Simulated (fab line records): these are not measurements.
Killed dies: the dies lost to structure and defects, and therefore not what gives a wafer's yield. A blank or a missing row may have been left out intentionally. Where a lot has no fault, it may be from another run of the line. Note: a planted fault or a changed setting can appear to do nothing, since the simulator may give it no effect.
fab line records | flow n5-finfet
[record] lots = 11 wafers = 33 last-day = 18
route steps=1938 shown BEOL_M8@1345 PASSIVATION@1936
lots with no fault: from the same line, run without faults
start-h: hours from the record's opening day to when the first of the lot's shown wafers began | wait-h: hours elapsed since this lot's preceding step | " identical to the entry in the row above | L1.1+2: a row that stands for several wafers | - no value, or no start given | * or withheld: withheld | < > ~ a bound
route shown NAME@n: a module of which the file shows steps, and the number in the route of the first | usual: mean/standard deviation taken from wafers without a fault | same: alike in all rows | chamber/n: place in a boat | sites: readings site by site | _std_site: their standard deviation | _edge_site: outer sites' mean less inner sites' | radius-mm: for every site, how far away it sits from the centre of the wafer | mask NAME#n: copy n | behind: the most recent tool/chamber to have shaped the wafer | hold: why the lot was held/for how many hours/how that ended | device: whichever transistor did not switch (one of n, p or np) | end of line: tests run on the same wafers once the route is complete | a step without rows: its recipe alone | killed: at the first sort, the dies lost to defects and structure; wafer yield is something else | map: a wafer's dies, marking killed ones x, the rest . and places with no die _
set.NAME: the run value of the setting; set.NAME@STEP: its run value at that earlier step | model.NAME: the simulator's own value behind a step, which no gauge read
steps of the route over a sample of lots; a table a step, a row a wafer
services: when a tool's chamber went out of use (start-h, in hours from the record's first day, below 0 if earlier), for how many hours, and the reason
[[steps]]
[step N5_BEOL_M8_CD_MEAS_11]
[recipe] target-cd-nm = 38.5 landing-energy-ev = 500 detector = se-inlens polarity = opening
[usual] cd-nm = 38.5/0.59
// columns lot.wafer tool chamber start-h wait-h cd-nm
L766.3 cd-sem-02 0 220.79 - 38.5
L766.5 " 0 " " 38.7
L766.6 " 0 " " 39.2
L767.1 cd-sem-01 0 225.25 - 38.7
L767.2 " 0 " " 38.5
L767.6 " 0 " " 38.6
L768.3 cd-sem-02 0 228.42 - 39.5
L768.5 " 0 " " 38.7
L768.6 " 0 " " 39.0
L775.2 cd-sem-01 0 290.59 - 37.1
L775.3 " 0 " " 37.2
L775.4 " 0 " " 38.0
L777.1 cd-sem-01 0 290.98 - 38.3
L777.4 " 0 " " 37.3
L777.5 " 0 " " 38.1
L779.3 cd-sem-01 0 307.97 - 38.2
L779.4 " 0 " " 37.8
L779.6 " 0 " " 37.9
L780.2 cd-sem-01 0 311.20 - 37.4
L780.4 " 0 " " 38.8
L780.6 " 0 " " 37.9
L786.2 cd-sem-01 0 349.78 - 38.4
L786.4 " 0 " " 39.0
L786.6 " 0 " " 38.5
L782.1 cd-sem-02 0 355.78 - 38.4
L782.2 " 0 " " 38.4
L782.5 " 0 " " 39.1
L787.2 cd-sem-03 0 358.83 - 38.5
L787.3 " 0 " " 37.7
L787.5 " 0 " " 38.6
L784.3 cd-sem-03 0 359.14 - 38.6
L784.4 " 0 " " 38.6
L784.5 " 0 " " 38.5
[step N5_BEOL_M8_INSPECT_13]
[recipe] mode = adi inspect-instrument = brightfield
[usual] raw-defect-count = 441/100
// columns lot.wafer tool chamber start-h wait-h raw-defect-count
L766.3 defect-inspect-01 - 220.85 0.0 638
L766.5 " - " " 250
L766.6 " - " " 415
L767.1 defect-inspect-01 - 225.31 0.0 418
L767.2 " - " " 370
L767.6 " - " " 331
L768.3 defect-inspect-02 - 228.47 0.0 403
L768.5 " - " " 412
L768.6 " - " " 351
L775.2 defect-inspect-02 - 290.65 0.0 324
L775.3 " - " " 549
L775.4 " - " " 398
L777.1 defect-inspect-01 - 291.03 0.0 373
L777.4 " - " " 468
L777.5 " - " " 293
L779.3 defect-inspect-02 - 308.02 0.0 568
L779.4 " - " " 457
L779.6 " - " " 386
L780.2 defect-inspect-02 - 311.25 0.0 395
L780.4 " - " " 380
L780.6 " - " " 353
L786.2 defect-inspect-02 - 349.83 0.0 541
L786.4 " - " " 376
L786.6 " - " " 471
L782.1 defect-inspect-02 - 355.83 0.0 556
L782.2 " - " " 520
L782.5 " - " " 397
L787.2 defect-inspect-02 - 358.89 0.0 339
L787.3 " - " " 323
L787.5 " - " " 349
L784.3 defect-inspect-02 - 359.19 0.0 570
L784.4 " - " " 654
L784.5 " - " " 409
[step N5_BEOL_M8_ETCH_61]
[recipe] chemistry = CF4 target = SiARC target-depth-a = 455 mask-material = CAR-ArF time-s = 75.8 ion-energy-ev = 80 pressure-mtorr = 40 source-w = 545 bias-w = 36 Ar_flow_sccm = 100 cf4-flow-sccm = 100 ends = cleared
[usual] drypump-motor-current-A = 5.7/0.47 etch-rf-on-time-s = 76.0/1.5 oes-product-au = 0.66/0.049 rf-vpp-V = 183.9/1.2 showerhead-plenum-p-Torr = 2.13/0.069 throttle-valve-pct = 15.62/0.15
// columns lot.wafer tool chamber start-h wait-h drypump-motor-current-A etch-rf-on-time-s oes-product-au rf-hours-counter-h rf-vpp-V showerhead-plenum-p-Torr throttle-valve-pct
L766.3 rie-diel-01 3 221.30 0.0 6.2 77.4 0.65 129 184.9 2.07 15.56
L766.5 " 3 " " 6.2 77.5 0.65 - 183.7 2.06 15.55
L766.6 " 2 " " 5.6 75.7 0.64 - 183.3 2.14 15.62
L767.1 rie-diel-01 2 225.38 0.0 5.6 76.3 0.63 144 183.6 2.14 15.61
L767.2 " 1 " " 5.0 74.2 0.78 14 186.2 2.26 15.40
L767.6 " 2 " " 5.6 76.9 0.63 - 184.7 2.14 15.63
L768.3 rie-diel-02 0 228.54 0.0 5.3 77.5 0.59 214 183.9 2.13 15.80
L768.5 " 0 " " 5.3 78.6 0.59 - 183.9 2.13 15.83
L768.6 " 1 " " 6.2 75.4 0.64 - 183.0 2.06 15.76
L775.2 rie-diel-01 1 290.72 0.0 5.0 142.5 0.60 37 185.8 2.25 15.44
L775.3 " 0 " " 6.2 74.3 0.69 105 182.7 2.08 15.73
L775.4 " 3 " " 6.2 76.0 0.63 154 183.8 2.06 15.60
L777.1 rie-diel-01 1 291.10 0.0 5.0 142.9 0.61 37 187.4 2.25 15.45
L777.4 " 3 " " 6.2 76.0 0.64 154 184.2 2.06 15.61
L777.5 " 1 " " 5.0 142.4 0.60 - 186.9 2.26 15.44
L779.3 rie-diel-04 0 308.18 0.0 6.1 76.6 0.69 85 182.9 2.10 15.68
L779.4 " 2 " " 4.7 77.3 0.70 89 184.0 2.16 15.42
L779.6 " 0 " " 6.1 75.5 0.70 - 183.1 2.10 15.69
L780.2 rie-diel-04 1 311.45 0.0 5.4 76.5 0.62 182 182.9 2.05 15.69
L780.4 " 3 " " 5.5 77.8 0.68 92 184.1 2.17 15.64
L780.6 " 2 " " 4.7 77.4 0.70 - 184.6 2.16 15.43
L786.2 rie-diel-01 2 350.03 0.0 5.7 77.1 0.61 178 184.1 2.13 15.68
L786.4 " 1 " " 5.0 73.9 0.71 58 185.3 2.25 15.48
L786.6 " 0 " " 6.2 73.5 0.67 - 182.8 2.08 15.76
L782.1 rie-diel-01 3 356.45 0.0 6.2 77.4 0.61 173 182.6 2.05 15.65
L782.2 " 2 " " 5.7 77.1 0.61 180 184.2 2.13 15.68
L782.5 " 0 " " 6.2 74.4 0.66 - 180.9 2.08 15.77
L787.2 rie-diel-04 0 359.15 0.0 6.1 75.2 0.68 101 184.1 2.09 15.70
L787.3 " 3 " " 5.5 76.3 0.67 106 183.7 2.17 15.68
L787.5 " 2 " " 4.7 75.8 0.69 - 184.5 2.15 15.45
L784.3 rie-diel-01 2 359.26 0.0 5.6 77.1 0.61 182 183.1 2.13 15.69
L784.4 " 1 " " 5.0 74.3 0.71 62 186.1 2.25 15.50
L784.5 " 2 " " 5.6 77.3 0.61 - 182.6 2.13 15.69
[step N5_BEOL_M8_STRIP_19]
[recipe] chemistry = O2 power-w = 400 temp-c = 40 pressure-mtorr = 30 rf-frequency-hz = 6e+07 bias-power-w = 0 overash-fraction = 0.2 o2-flow-sccm = 225
[usual] drypump-motor-current-A = 5.6/0.47 oes-product-au = 0.78/0.06 rf-vpp-V = 3.7/0.6 showerhead-plenum-p-Torr = 2.07/0.08 throttle-valve-pct = 16.64/0.13
// columns lot.wafer tool chamber start-h wait-h drypump-motor-current-A oes-product-au rf-hours-counter-h rf-vpp-V showerhead-plenum-p-Torr throttle-valve-pct
L766.3 rie-diel-04 3 221.82 0.2 5.5 0.84 61 3.3 2.13 16.62
L766.5 " 0 " " 6.1 0.85 - 3.6 2.02 16.48
L766.6 " 3 " " 5.5 0.83 - 4.5 2.13 16.62
L767.1 rie-diel-04 0 225.81 0.2 6.2 0.84 58 3.2 2.02 16.47
L767.2 " 2 " " 4.8 0.85 62 3.3 2.12 16.40
L767.6 " 2 " " 4.7 0.85 - 2.6 2.12 16.40
L768.3 rie-diel-02 1 228.89 0.1 6.2 0.75 161 3.2 1.99 16.72
L768.5 " 3 " " 5.9 0.75 - 3.7 2.19 16.43
L768.6 " 0 " " 5.2 0.68 - 3.9 2.06 16.74
L775.2 rie-diel-02 0 291.16 0.2 5.2 0.68 231 4.1 2.05 16.76
L775.3 " 2 " " 5.7 0.84 83 3.9 2.01 16.70
L775.4 " 3 " " 5.9 0.74 173 4.2 2.18 16.48
L777.1 rie-diel-02 1 291.47 0.1 6.1 0.73 179 3.0 1.98 16.76
L777.4 " 0 " " 5.2 0.67 231 4.1 2.05 16.75
L777.5 " 2 " " 5.7 0.84 - 4.8 2.01 16.69
L779.3 rie-diel-02 3 308.63 0.2 5.9 0.73 180 2.5 2.18 16.48
L779.4 " 2 " " 5.7 0.84 89 2.8 2.01 16.71
L779.6 " 0 " " 5.2 0.67 - 4.0 2.05 16.77
L780.2 rie-diel-02 2 311.81 0.1 5.7 0.83 91 4.0 2.01 16.71
L780.4 " 3 " " 5.9 0.73 181 4.7 2.18 16.49
L780.6 " 0 " " 5.2 0.66 - 3.2 2.05 16.79
L786.2 rie-diel-01 3 350.38 0.1 6.1 0.73 171 3.5 2.01 16.74
L786.4 " 2 " " 5.6 0.72 178 3.4 2.09 16.78
L786.6 " 1 " " 5.0 0.83 - 2.7 2.24 16.70
L782.1 rie-diel-01 3 356.86 0.1 6.2 0.73 173 2.7 2.01 16.74
L782.2 " 0 " " 6.3 0.77 128 3.2 2.01 16.73
L782.5 " 0 " " 6.2 0.78 - 3.4 2.01 16.71
L787.2 rie-diel-02 1 359.50 0.1 6.1 0.71 204 3.9 1.98 16.81
L787.3 " 3 " " 5.9 0.72 196 4.4 2.18 16.49
L787.5 " 1 " " 6.1 0.71 - 3.3 1.98 16.79
L784.3 rie-diel-02 1 359.62 0.1 6.2 0.71 204 3.5 1.98 16.79
L784.4 " 1 " " 6.1 0.70 - 3.4 1.98 16.81
L784.5 " 2 " " 5.7 0.81 - 3.5 2.01 16.75
[step N5_PASSIVATION_PROBE_49]
[usual] defect-limited-yield = 91.5/1.5 killed_at_M0_to_M3 = 33/10 killed_at_M4_up = 15/6.4 killed-at-contacts = 12/5.4 killed-at-front-end = 38/9.8 killed-at-other = 4/3.1 killed-dies = 101/18 killed-on-rim = 13/3.9 killed-open = 67/14 killed-short = 33/7.9 sort_bin_5_function = 5.0/1 sort_bin_6_memory = 3.2/0.67 sort-n-pass = 1079/18 sort-yield-pct = 91.5/1.5
[same] gross-dies = 1180 killed-at-back-side = 0 sort_bin_4_leakage[%] = 0 sort_bin_8_speed[%] = 0
// columns lot.wafer tool chamber start-h wait-h defect-limited-yield[%] killed_at_M0_to_M3 killed_at_M4_up killed-at-contacts killed-at-front-end killed-at-other killed-dies killed-on-rim killed-open killed-short sort_bin_5_function[%] sort_bin_6_memory[%] sort-n-pass sort-yield-pct[%]
L767.1 prober-01 - 300.78 0.0 90.1 27 9 22 59 0 117 17 88 27 5.5 4.2 1063 90.1
L767.2 prober-01 - 300.83 0.1 90.6 28 18 25 39 1 111 17 80 30 6.0 3.1 1069 90.6
L767.6 prober-01 - 301.03 0.3 92.3 31 10 14 34 2 91 17 63 28 4.5 3.1 1089 92.3
L775.2 prober-02 - 376.88 0.1 92.1 22 17 11 40 3 93 15 62 31 3.7 3.8 1087 92.1
L775.3 prober-02 - 376.93 0.1 91.7 32 13 14 37 2 98 9 62 36 4.8 3.2 1082 91.7
L775.4 prober-02 - 376.98 0.2 92.5 22 9 12 39 6 88 14 57 29 3.9 3.1 1092 92.5
L779.3 prober-01 - 397.53 0.1 93.6 24 14 4 33 1 76 10 47 29 4.1 2.4 1104 93.6
L779.4 prober-01 - 397.58 0.2 93.1 25 14 4 37 2 82 11 53 28 4.5 2.2 1098 93.1
L779.6 prober-01 - 397.68 0.3 93.8 20 10 13 26 4 73 11 44 29 3.6 2.5 1107 93.8
L782.1 prober-02 - 433.47 0.0 91.1 36 9 18 40 2 105 8 66 38 4.8 3.5 1075 91.1
L782.2 prober-02 - 433.52 0.1 87.5 48 17 13 63 6 147 13 95 50 7.5 4.4 1033 87.5
L782.5 prober-02 - 433.67 0.2 89.1 41 23 21 40 4 129 18 96 33 6.9 4.0 1051 89.1
// killed by level:class
L767.1 MOL_CONTACT_COAG:geometric-particle:open=20 STI_FIN_REVEAL:geometric-particle:open=18 FIN_SAQP:geometric-particle:open=13 FIN_SAQP:geometric-particle:short=7 DUMMY_GATE:geometric-particle:open=6 BEOL_M1:geometric-particle:open=6 BEOL_M2:geometric-particle:open=5 BEOL_M3:geometric-particle:open=5
L767.2 MOL_CONTACT_COAG:geometric-particle:open=23 STI_FIN_REVEAL:geometric-particle:open=10 BEOL_M3:geometric-particle:open=9 BEOL_M4:geometric-particle:open=8 FIN_SAQP:geometric-particle:open=7 BEOL_M0_SAQP:geometric-particle:short=7 FIN_SAQP:geometric-particle:short=6 BEOL_M0_SAQP:geometric-particle:open=5
L767.6 MOL_CONTACT_COAG:geometric-particle:open=11 BEOL_M3:geometric-particle:open=10 DUMMY_GATE:geometric-particle:open=7 ILD0:geometric-particle:short=7 FIN_SAQP:geometric-particle:open=6 BEOL_M0_SAQP:geometric-particle:short=6 BEOL_M2:geometric-particle:open=6 BEOL_M4:geometric-particle:open=5
L775.2 FIN_SAQP:geometric-particle:open=16 BEOL_M0_SAQP:geometric-particle:short=12 BEOL_M4:geometric-particle:open=12 STI_FIN_REVEAL:geometric-particle:open=10 MOL_CONTACT_COAG:geometric-particle:open=8 FIN_SAQP:geometric-particle:short=4 BEOL_M0_SAQP:geometric-particle:open=4 GATE_CUT:geometric-particle:short=3
L775.3 BEOL_M0_SAQP:geometric-particle:short=17 MOL_CONTACT_COAG:geometric-particle:open=12 STI_FIN_REVEAL:geometric-particle:open=9 BEOL_M0_SAQP:geometric-particle:open=9 BEOL_M4:geometric-particle:open=9 FIN_SAQP:geometric-particle:open=5 FIN_SAQP:geometric-particle:short=4 STI_FIN_REVEAL:geometric-particle:short=4
L775.4 STI_FIN_REVEAL:geometric-particle:open=13 MOL_CONTACT_COAG:geometric-particle:open=11 BEOL_M0_SAQP:geometric-particle:short=8 FIN_SAQP:geometric-particle:open=5 BEOL_M0_SAQP:geometric-particle:open=5 FIN_SAQP:geometric-particle:short=4 BEOL_M2:geometric-particle:open=4 MIM_TOP:geometric-particle:open=4
L779.3 STI_FIN_REVEAL:geometric-particle:open=8 BEOL_M0_SAQP:geometric-particle:short=8 FIN_SAQP:geometric-particle:short=7 BEOL_M4:geometric-particle:open=6 STARTING-WAFER:geometric-particle:open=4 BEOL_M0:geometric-particle:open=4 BEOL_M7:geometric-particle:open=4 FIN_SAQP:geometric-particle:open=3
L779.4 FIN_SAQP:geometric-particle:short=9 STI_FIN_REVEAL:geometric-particle:open=8 FIN_SAQP:geometric-particle:open=6 BEOL_M0_SAQP:geometric-particle:open=6 BEOL_M4:geometric-particle:open=5 MOL_CONTACT_COAG:geometric-particle:open=4 BEOL_M2:geometric-particle:open=4 BEOL_M3:geometric-particle:short=4
L779.6 MOL_CONTACT_COAG:geometric-particle:open=9 BEOL_M0_SAQP:geometric-particle:open=8 FIN_SAQP:geometric-particle:short=5 BEOL_M4:geometric-particle:open=5 FIN_SAQP:geometric-particle:open=4 MOL_CONTACT_COAG:geometric-particle:short=4 BEOL_M0_SAQP:geometric-particle:short=4 GATE_CUT:geometric-particle:short=3
L782.1 MOL_CONTACT_COAG:geometric-particle:open=15 BEOL_M0_SAQP:geometric-particle:open=11 FIN_SAQP:geometric-particle:open=8 BEOL_M0_SAQP:geometric-particle:short=8 BEOL_M1:geometric-particle:open=6 DUMMY_GATE:geometric-particle:open=5 GATE_CUT:geometric-particle:short=5 BEOL_M0:geometric-particle:short=5
L782.2 MOL_CONTACT_COAG:geometric-particle:open=12 FIN_SAQP:geometric-particle:open=11 STI_FIN_REVEAL:geometric-particle:open=11 BEOL_M0_SAQP:geometric-particle:short=11 BEOL_M0_SAQP:geometric-particle:open=11 BEOL_M2:geometric-particle:open=10 BEOL_M4:geometric-particle:open=7 FIN_SAQP:geometric-particle:short=6
L782.5 MOL_CONTACT_COAG:geometric-particle:open=18 BEOL_M1:geometric-particle:open=12 DUMMY_GATE:geometric-particle:open=10 FIN_SAQP:geometric-particle:open=7 BEOL_M0_SAQP:geometric-particle:open=7 BEOL_M4:geometric-particle:open=7 BEOL_M3:geometric-particle:open=6 BEOL_M1:geometric-particle:short=6
[[services]]
// columns tool chamber start-h hours kind
rie-diel-04 3 198.02 17.3 repair
rie-diel-02 2 220.41 6.5 repair
rie-diel-04 1 221.06 3.8 repair
rie-diel-01 2 231.74 9.0 repair
rie-diel-04 1 279.28 15.5 repair
rie-diel-01 3 303.58 4.3 repair
rie-diel-04 1 320.36 8.2 repair
rie-diel-02 0 353.56 - clean
rie-diel-02 0 353.56 - consumable-replace:focus-ring
rie-diel-02 0 353.56 21.8 scheduled-down
rie-diel-02 0 353.56 21.8 vent-cycle
rie-diel-04 - 354.93 2.8 pm
[[key]]
[first-sign] step = N5_BEOL_M8_ETCH_61 reading = etch-rf-on-time-s direction = up sigmas = 45 usual = * struck = *
effect none on later readings
met-at N5_BEOL_M8_ETCH_61
struck-lots L775,L777
struck-wafers L775.2,L777.1,L777.5
not-acting-at N5_BEOL_M8_CD_MEAS_11,N5_BEOL_M8_INSPECT_13,N5_BEOL_M8_STRIP_19
onset-between 225.38 290.72
[fault] kind = process-parameter-drift tool = rie-diel-01 chamber = 1 onset-h = 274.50 steps = N5_BEOL_M8_ETCH_61 channel = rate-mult offset = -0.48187 shape = step end-h = 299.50
